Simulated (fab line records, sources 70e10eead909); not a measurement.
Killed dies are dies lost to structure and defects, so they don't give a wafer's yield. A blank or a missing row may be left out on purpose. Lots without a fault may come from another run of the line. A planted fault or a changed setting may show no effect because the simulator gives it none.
Which tool did it? | flow nand_harc | 11 lots, 33 wafers sampled, at 2 steps of a route of 1159

WHAT THE GAUGES READ, wafer by wafer
NHARC_A_CONTACT_CD_MEAS_42: target cd 200 nm.
lot  | measured     | on        | cd_nm (nm)
L076 | day 17 05:20 | cd_sem-01 | 199.8 199.5 199.2
L079 | day 17 19:22 | cd_sem-02 | 200.2 200.1 200.7
L081 | day 17 23:34 | cd_sem-03 | 200.6 200.7 200.9
L083 | day 18 17:25 | cd_sem-03 | 199.6 199.4 199.9
L088 | day 19 11:25 | cd_sem-03 | 200.1 199.6 200.1
L086 | day 19 07:29 | cd_sem-01 | 199.7 200.3 200.0
L089 | day 19 23:38 | cd_sem-03 | 199.8 199.5 199.4
L094 | day 20 13:39 | cd_sem-02 | 199.5 200.0 199.2
L095 | day 20 21:04 | cd_sem-03 | 199.5 199.5 200.1
L091 | day 21 01:47 | cd_sem-01 | 200.3 199.3 199.6
L097 | day 22 19:45 | cd_sem-01 | 199.6 199.3 200.0

WHICH TOOL RAN EACH LOT (tool, then ch and the chambers of the sampled wafers, then the start)
lot  | NHARC_A_WL_FILL_STRIP_29
L076 | rie_diel-03 ch 0,2,3, day 16 07:35
L079 | rie_diel-03 ch 1,3, day 16 23:38
L081 | rie_diel-11 ch 0,1,3, day 17 06:14
L083 | rie_diel-03 ch 0,1,3, day 18 01:35
L088 | rie_diel-07 ch 0,1,3, day 18 16:03
L086 | rie_diel-11 ch 1,3, day 18 16:45
L089 | rie_diel-03 ch 1,3, day 19 04:58
L094 | rie_diel-11 ch 1,2,3, day 20 00:53
L095 | rie_diel-03 ch 0,1,3, day 20 06:15
L091 | rie_diel-03 ch 0,1,3, day 20 09:27
L097 | rie_diel-11 ch 0,2,3, day 22 01:54
- NHARC_A_WL_FILL_STRIP_29: strips in O2, time 20 s.

THE ANSWER, worked out from the rows above alone
Rule: what is usual is taken from the lots themselves. Put in order of their means at a reading, lots are off if they are a third of the lots or fewer, leave a main group of 4 or more, and stand apart from it by a gap of 3 or more times the standard deviation of the main group's means; of several such gaps the widest counts. A main group whose means are all the same, to the digits that the tables above print for the reading, isn't used. A lot without any number at a reading at which 4 lots or more have one is off too. The other lots that the step has rows for count as sound.
No lot is off at any reading shown: from this, nothing can be told.

WHAT THE SIMULATOR HAD PUT IN
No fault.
